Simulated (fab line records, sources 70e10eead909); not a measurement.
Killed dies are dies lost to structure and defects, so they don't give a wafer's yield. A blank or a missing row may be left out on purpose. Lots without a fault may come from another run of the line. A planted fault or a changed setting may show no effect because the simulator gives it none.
fab line records | flow nand_harc
record lots=5 wafers=15 last_day=24
route steps=1159 shown P_M2@343 P_BONDPAD@351
lots that met no fault: from a run of the same line without faults
start_h: hours from the record's first day to the start of the lot's first wafer shown | wait_h: hours since the lot's step before | " the same as in the row above | L1.1+2: a row that stands for several wafers | - no value, or no start given | * or withheld: withheld | < > ~ a bound
route shown NAME@n: a module of which the file shows steps, and the number in the route of the first | usual: mean/standard deviation of fault-free wafers | same: alike in all rows | chamber/n: place in a boat | sites: the reading at each site | _std_site: their standard deviation | _edge_site: outer sites' mean less inner sites' | radius_mm: how far each site lies from the wafer's centre | mask NAME#n: copy n | behind: the tool/chamber that last shaped the wafer | hold: why the lot was held/for how many hours/how that ended | device: the transistor (n, p or np) that didn't switch | end of line: the same wafers' tests at the end of the route | a step without rows: its recipe alone | killed: dies lost to structure and defects at the first sort, not the wafer's yield | map: a wafer's dies, x killed, . not, _ none there
set.NAME: the setting as run; set.NAME@STEP: as run at that earlier step | model.NAME: the simulator's own value behind a step, which no gauge read
lots at some steps of the route; a table a step, a row a wafer
services: from which hour (start_h, from the record's first day; less than 0 if before it) a tool's chamber was out of use, for how many hours, and why
## steps
# step NHARC_P_M2_ANNEAL_31
# recipe temp_c=225 time_s=90
# usual wafer_temp_C_max=226.2/0.34
# columns lot.wafer tool chamber start_h wait_h wafer_temp_C_max
L074.4 rtp_anneal-02 0 135.73 0.3 226.5
L074.5 " 0 " " 226.6
L074.6 " 0 " " 226.3
L088.3 rtp_anneal-02 0 213.01 0.3 226.8
L088.5 " 0 " " 226.3
L088.6 " 0 " " 226.1
L090.1 rtp_anneal-01 0 228.12 0.3 226.1
L090.3 " 0 " " 226.2
L090.4 " 0 " " 226.2
L091.1 rtp_anneal-01 0 228.69 - 226.0
L091.5 " 0 " " 226.1
L091.6 " 0 " " 226.1
L095.3 rtp_anneal-02 0 252.06 - 226.3
L095.5 " 0 " " 226.4
L095.6 " 0 " " 226.6
# step NHARC_P_M2_CMP_23
# recipe t_overpolish_s=20 target_thk_nm=144.3
# usual motor_current_A=12.3/1.2 pad_life_wafers=262/130 time_to_endpoint_s=28.8/2.3
# columns lot.wafer tool chamber start_h wait_h motor_current_A pad_life_wafers time_to_endpoint_s
L074.4 cmp-04 0 135.95 - 13.2 133 26.1
L074.5 " 3 " " 14.3 - 25.5
L074.6 " 0 " " 12.9 - 25.9
L088.3 cmp-03 0 213.33 - 9.6 285 32.2
L088.5 " 1 " " 12.0 - 28.0
L088.6 " 2 " " 11.8 - 31.6
L090.4 cmp-04 0 228.51 - 13.4 91 30.7
L090.3 " 1 " " 11.4 92 33.3
L090.1 " 2 " " 12.4 93 30.2
L091.1 cmp-03 3 229.06 - 11.7 367 30.6
L091.6 " 2 " " 12.4 - 26.4
L091.5 " 3 " " 11.9 - 28.0
L095.3 cmp-04 2 252.33 - 12.2 259 30.4
L095.5 " 1 " " 11.5 - 30.9
L095.6 " 2 " " 12.1 - 27.6
# step NHARC_P_M2_THK_MEAS_24
# recipe thk_meas_gauge=xrf
# usual thk_nm=144.1/1.6
# columns lot.wafer tool chamber start_h wait_h thk_nm
L074.4 film_metro-02 - 136.24 - 143.4
L074.5 " - " " 144.3
L074.6 " - " " 145.1
L088.3 film_metro-01 - 213.57 - 146.4
L088.5 " - " " 145.7
L088.6 " - " " 148.0
L090.1 film_metro-01 - 228.80 - 145.0
L090.3 " - " " 143.9
L090.4 " - " " 145.4
L091.1 film_metro-02 - 229.35 - 146.1
L091.5 " - " " 144.7
L091.6 " - " " 143.5
L095.3 film_metro-02 - 252.62 - 145.1
L095.5 " - " " 146.9
L095.6 " - " " 145.1
# step NHARC_P_M2_SRD_25
# columns lot.wafer tool chamber start_h wait_h
L074.4+6+5 wet_bench-10 5,7,0 136.28 0.0
L088.6+5+3 wet_bench-10 5,7,2 213.61 0.0
L090.3+1+4 wet_bench-08 0,2,4 228.85 0.0
L091.1+6+5 wet_bench-10 5,0,2 229.39 0.0
L095.3+6+5 wet_bench-08 0,1,3 252.67 0.0
# step NHARC_P_M2_INSPECT_27
# usual raw_defect_count=338/140
# columns lot.wafer tool chamber start_h wait_h raw_defect_count
L074.4 defect_inspect-02 - 136.39 0.0 227
L074.5 " - " " 169
L074.6 " - " " 284
L088.3 defect_inspect-02 - 213.73 0.0 154
L088.5 " - " " 248
L088.6 " - " " 183
L090.1 defect_inspect-01 - 228.97 0.0 206
L090.3 " - " " 261
L090.4 " - " " 633
L091.1 defect_inspect-01 - 229.52 0.0 585
L091.5 " - " " 396
L091.6 " - " " 349
L095.3 defect_inspect-01 - 252.78 0.0 283
L095.5 " - " " 271
L095.6 " - " " 186
# step NHARC_P_M2_PRE_CLEAN_32
# recipe time_s=12 temp_c=370 rf_power_w=300 gas=NH3
# usual heater_power_w=652/66
# columns lot.wafer tool chamber start_h wait_h heater_power_w
L074.5 pecvd-04 2 136.50 0.1 723
L074.4 " 0 " " 461
L074.6 " 1 " " 574
L088.3 pecvd-04 2 213.81 0.1 736
L088.6 " 2 " " 732
L088.5 " 0 " " 566
L090.3 pecvd-04 0 229.04 0.1 581
L090.1 " 1 " " 641
L090.4 " 0 " " 571
L091.1 pecvd-03 1 229.59 0.1 706
L091.6 " 1 " " 708
L091.5 " 2 " " 595
L095.3 pecvd-01 2 252.86 0.1 652
L095.5 " 1 " " 736
L095.6 " 0 " " 643
# step NHARC_P_M2_DEP_33
# recipe target_thk_a=300 temp_c=370 target_thk_nm=30 pressure_torr=3 flow_sccm=200 rf_w=450 material=SiCN
# usual heater_power_w=595/68
# columns lot.wafer tool chamber start_h wait_h heater_power_w
L074.5 pecvd-04 2 136.67 0.2 699
L074.4 " 0 " " 471
L074.6 " 1 " " 565
L088.3 pecvd-04 2 213.92 0.1 651
L088.6 " 2 " " 679
L088.5 " 0 " " 487
L090.3 pecvd-04 0 229.12 0.1 442
L090.1 " 1 " " 604
L090.4 " 0 " " 451
L091.1 pecvd-03 1 229.67 0.1 569
L091.6 " 1 " " 574
L091.5 " 2 " " 627
L095.3 pecvd-01 2 252.96 0.1 559
L095.5 " 1 " " 688
L095.6 " 0 " " 628
# step NHARC_P_BONDPAD_DEP_00
# recipe target_thk_a=2500 temp_c=370 target_thk_nm=250 pressure_torr=3 flow_sccm=200 rf_w=450 material=SiCN
# usual heater_power_w=603/66
# columns lot.wafer tool chamber start_h wait_h heater_power_w
L074.5 pecvd-03 1 137.09 - 646
L074.4 " 2 " " 579
L074.6 " 0 " " 636
L088.3 pecvd-03 2 214.95 - 639
L088.6 " 0 " " 605
L088.5 " 2 " " 654
L090.1 pecvd-01 2 229.53 - 659
L090.3 " 0 " " 625
L090.4 " 2 " " 541
L091.1 pecvd-04 1 230.08 - 572
L091.6 " 2 " " 674
L091.5 " 0 " " 487
L095.3 pecvd-01 0 - - 641
L095.5 " 1 " " 618
L095.6 " 2 " " 612
# step NHARC_P_BONDPAD_CMP_32
# recipe target_thk_nm=200 material=SiCN
# usual motor_current_A=11.8/1.1 pad_life_wafers=233/150
# columns lot.wafer tool chamber start_h wait_h motor_current_A pad_life_wafers
L074.4 cmp-04 1 137.36 - 10.9 144
L074.5 " 1 " " 10.6 -
L074.6 " 2 " " 12.1 -
L088.3 cmp-03 0 215.32 - 9.6 290
L088.5 " 2 " " 11.8 -
L088.6 " 3 " " 11.1 -
L090.4 cmp-04 0 229.94 - 13.1 108
L090.1 " 1 " " 11.2 109
L090.3 " 2 " " 12.3 110
L091.1 cmp-04 2 230.51 - 12.7 115
L091.6 " 1 " " 10.9 -
L091.5 " 2 " " 12.8 -
L095.3 cmp-03 3 253.77 - 11.9 542
L095.6 " 1 " " 12.2 -
L095.5 " 2 " " 11.6 -
# step NHARC_P_BONDPAD_THK_MEAS_33
# recipe thk_meas_gauge=ellipsometry
# usual thk_nm=200.0/1.4
# columns lot.wafer tool chamber start_h wait_h thk_nm
L074.4 film_metro-02 - 137.61 0.2 201.3
L074.5 " - " " 202.1
L074.6 " - " " 199.2
L088.3 film_metro-01 - 215.52 0.2 200.2
L088.5 " - " " 199.2
L088.6 " - " " 199.8
L090.1 film_metro-02 - 230.20 0.2 200.8
L090.3 " - " " 200.0
L090.4 " - " " 197.8
L091.1 film_metro-02 - 230.74 0.2 201.9
L091.5 " - " " 196.7
L091.6 " - " " 201.7
L095.3 film_metro-02 - 253.97 0.2 202.7
L095.5 " - " " 200.9
L095.6 " - " " 199.6
# step NHARC_P_BONDPAD_SRD_34
# columns lot.wafer tool chamber start_h wait_h
L074.5+4+6 wet_bench-10 2,3,4 137.66 0.0
L088.3+5+6 wet_bench-08 6,7,1 215.56 0.0
L090.3+1+4 wet_bench-10 4,5,0 230.25 0.0
L091.5+6+1 wet_bench-10 7,2,3 230.78 0.0
L095.5+6+3 wet_bench-08 6,7,2 254.02 0.0
# step NHARC_P_BONDPAD_DEHYDRATE_01
# recipe temp_c=150 time_s=120
# columns lot.wafer tool chamber start_h wait_h
L074.4+5+6 litho_track-02 0 137.74 0.1
L088.3+5+6 litho_track-05 0 215.64 0.1
L090.1+3+4 litho_track-03 0 230.33 0.1
L091.1+5+6 litho_track-05 0 230.86 0.1
L095.3+5+6 litho_track-02 0 254.10 0.1
# step NHARC_P_BONDPAD_HMDS_02
# recipe time_s=30
# columns lot.wafer tool chamber start_h wait_h
L074.4+5+6 litho_track-02 0 - -
L088.3+5+6 litho_track-05 0 - -
L090.1+3+4 litho_track-03 0 - -
L091.1+5+6 litho_track-05 0 - -
L095.3+5+6 litho_track-02 0 - -
# step NHARC_P_BONDPAD_COAT_36
# recipe temp_c=200 time_s=65
# columns lot.wafer tool chamber start_h wait_h
L074.4+5+6 litho_track-02 0 - -
L088.3+5+6 litho_track-05 0 - -
L090.1+3+4 litho_track-03 0 - -
L091.1+5+6 litho_track-05 0 - -
L095.3+5+6 litho_track-02 0 - -
# step NHARC_P_BONDPAD_COAT_03
# recipe spin_rpm=2000 resist_thk_nm=600
# columns lot.wafer tool chamber start_h wait_h
L074.4+5+6 litho_track-02 0 - -
L088.3+5+6 litho_track-05 0 - -
L090.1+3+4 litho_track-03 0 - -
L091.1+5+6 litho_track-05 0 - -
L095.3+5+6 litho_track-02 0 - -
# step NHARC_P_BONDPAD_SOFTBAKE_04
# recipe temp_c=125 time_s=70
# columns lot.wafer tool chamber start_h wait_h
L074.4+5+6 litho_track-02 0 - -
L088.3+5+6 litho_track-05 0 - -
L090.1+3+4 litho_track-03 0 - -
L091.1+5+6 litho_track-05 0 - -
L095.3+5+6 litho_track-02 0 - -
# step NHARC_P_BONDPAD_EBR_05
# columns lot.wafer tool chamber start_h wait_h
L074.4+5+6 litho_track-02 0 - -
L088.3+5+6 litho_track-05 0 - -
L090.1+3+4 litho_track-03 0 - -
L091.1+5+6 litho_track-05 0 - -
L095.3+5+6 litho_track-02 0 - -
# step NHARC_P_BONDPAD_EXPOSE_06
# recipe na=0.55 dose_mj=37.06 mask_id=P_BPAD
# usual stage_vel_mm_s=500.01/0.26
# columns lot.wafer tool chamber start_h wait_h mask stage_vel_mm_s
L074.4 krf_scanner-03 0 138.04 - P_BPAD#0 499.86
L074.5 " 0 " " P_BPAD#0 499.66
L074.6 " 0 " " P_BPAD#0 499.86
L088.3 krf_scanner-02 0 215.94 - P_BPAD#0 500.19
L088.5 " 0 " " P_BPAD#0 500.00
L088.6 " 0 " " P_BPAD#0 500.04
L090.1 krf_scanner-03 0 230.62 - P_BPAD#0 500.48
L090.3 " 0 " " P_BPAD#0 499.79
L090.4 " 0 " " P_BPAD#0 500.08
L091.1 krf_scanner-02 0 231.15 - P_BPAD#0 500.11
L091.5 " 0 " " P_BPAD#0 500.23
L091.6 " 0 " " P_BPAD#0 499.99
L095.3 krf_scanner-03 0 254.40 - P_BPAD#0 500.18
L095.5 " 0 " " P_BPAD#0 499.96
L095.6 " 0 " " P_BPAD#0 499.48
# step NHARC_P_BONDPAD_PEB_07
# recipe peb_temp_c=128 peb_time_s=80
# columns lot.wafer tool chamber start_h wait_h
L074.4+5+6 litho_track-03 0 138.09 0.0
L088.3+5+6 litho_track-02 0 216.00 0.1
L090.1+3+4 litho_track-02 0 230.69 0.1
L091.1+5+6 litho_track-05 0 231.22 0.1
L095.3+5+6 litho_track-02 0 254.45 0.1
# step NHARC_P_BONDPAD_DEVELOP_08
# recipe time_s=50 dev_temp_c=22
# columns lot.wafer tool chamber start_h wait_h
L074.4+5+6 litho_track-03 0 - -
L088.3+5+6 litho_track-02 0 - -
L090.1+3+4 litho_track-02 0 - -
L091.1+5+6 litho_track-05 0 - -
L095.3+5+6 litho_track-02 0 - -
# step NHARC_P_BONDPAD_CD_MEAS_09
# recipe target_cd_nm=500 landing_energy_ev=500
# usual cd_nm=500.0/2.2
# columns lot.wafer tool chamber start_h wait_h cd_nm
L074.4 cd_sem-01 0 138.18 - 497.3
L074.5 " 0 " " 500.1
L074.6 " 0 " " 494.2
L088.3 cd_sem-03 0 216.10 - 500.8
L088.5 " 0 " " 499.6
L088.6 " 0 " " 502.8
L090.1 cd_sem-01 0 230.78 - 498.2
L090.3 " 0 " " 499.4
L090.4 " 0 " " 500.1
L091.1 cd_sem-02 0 231.31 - 500.6
L091.5 " 0 " " 502.0
L091.6 " 0 " " 503.5
L095.3 cd_sem-02 0 254.54 - 496.4
L095.5 " 0 " " 498.5
L095.6 " 0 " " 498.7
# step NHARC_P_BONDPAD_OVL_MEAS_38
# usual overlay_x_nm=-3/5.6 overlay_y_nm=2/5.2
# columns lot.wafer tool chamber start_h wait_h overlay_x_nm overlay_y_nm
L074.4 overlay-01 - 138.27 - 1 4
L074.5 " - " " 1 4
L074.6 " - " " 0 4
L088.3 overlay-02 - 216.18 - -9 3
L088.5 " - " " -9 4
L088.6 " - " " -9 3
L090.1 overlay-02 - 230.87 - -3 3
L090.3 " - " " -2 3
L090.4 " - " " -3 3
L091.1 overlay-02 - 231.40 - 4 11
L091.5 " - " " 4 11
L091.6 " - " " 4 11
L095.3 overlay-02 - 254.62 - -2 1
L095.5 " - " " -3 1
L095.6 " - " " -2 1
# step NHARC_P_BONDPAD_HARDBAKE_10
# recipe temp_c=118 time_s=65
# columns lot.wafer tool chamber start_h wait_h
L074.4+5+6 litho_track-05 0 138.32 0.1
L088.3+5+6 litho_track-05 0 216.23 0.0
L090.1+3+4 litho_track-02 0 230.92 0.0
L091.1+5+6 litho_track-03 0 231.44 0.0
L095.3+5+6 litho_track-05 0 254.67 0.0
# step NHARC_P_BONDPAD_DESCUM_11
# recipe time_s=3 o2_flow_sccm=200 ar_flow_sccm=0 bias_power_w=0 chemistry=O2
# usual drypump_motor_current_A=5.5/0.34 oes_product_au=1.000/0.0095 rf_vpp_V=57.5/0.93 showerhead_plenum_p_Torr=1.88/0.072 throttle_valve_pct=11.311/0.0083
# columns lot.wafer tool chamber start_h wait_h drypump_motor_current_A oes_product_au rf_hours_counter_h rf_vpp_V showerhead_plenum_p_Torr throttle_valve_pct
L074.4 rie_diel-02 0 138.40 - 5.6 1.011 58 58.9 1.98 11.313
L074.6 " 3 " " 6.3 0.996 - 57.5 1.78 11.293
L074.5 " 0 " " 5.6 0.995 - 58.3 1.98 11.309
L088.3 rie_diel-10 0 216.33 - 5.7 1.005 3 58.5 1.91 11.306
L088.5 " 1 " " 5.1 0.999 - 57.4 1.82 11.303
L088.6 " 2 " " 5.2 0.987 - 59.0 1.96 11.305
L090.4 rie_diel-13 2 230.99 - 5.3 1.003 48 57.6 1.98 11.302
L090.1 " 0 " " 5.6 1.005 44 57.9 1.92 11.318
L090.3 " 1 " " 5.8 0.977 42 57.8 1.79 11.319
L091.1 rie_diel-02 3 231.55 - 6.3 1.001 28 57.5 1.77 11.304
L091.5 " 0 " " 5.6 0.990 - 56.8 1.97 11.319
L091.6 " 1 " " 6.1 0.978 - 58.3 1.93 11.307
L095.3 rie_diel-10 1 254.77 - 5.1 1.004 6 57.6 1.81 11.309
L095.5 " 2 " " 5.2 0.994 - 57.4 1.96 11.308
L095.6 " 3 " " 5.8 1.004 - 55.8 1.80 11.317
## services
# columns tool chamber start_h hours kind
pecvd-01 1 111.97 5.0 repair
pecvd-03 0 123.80 10.4 repair
wet_bench-08 - 135.14 5.9 repair
cmp-03 - 135.50 1.4 repair
cmp-04 - 139.01 0.9 repair
wet_bench-08 - 155.16 1.8 repair
cmp-04 - 155.65 2.5 repair
cmp-03 - 156.00 4.0 pm
pecvd-04 - 161.75 0.4 repair
pecvd-01 - 162.00 1.1 repair
litho_track-02 - 165.00 7.0 pm
krf_scanner-03 - 185.30 4.0 pm
pecvd-04 - 195.70 13.0 pm
cmp-04 - 203.00 4.0 pm
pecvd-01 2 206.82 3.9 repair
litho_track-03 - 213.00 7.0 pm
pecvd-03 - 230.20 2.3 repair
wet_bench-08 - 230.40 8.0 pm
pecvd-01 - 237.00 13.0 pm
litho_track-05 - 237.01 7.0 pm
cmp-03 - 241.72 0.7 repair
wet_bench-10 - 247.20 8.0 pm
pecvd-03 2 253.54 20.1 repair
cmp-03 - 254.00 4.0 pm
## key
fault none
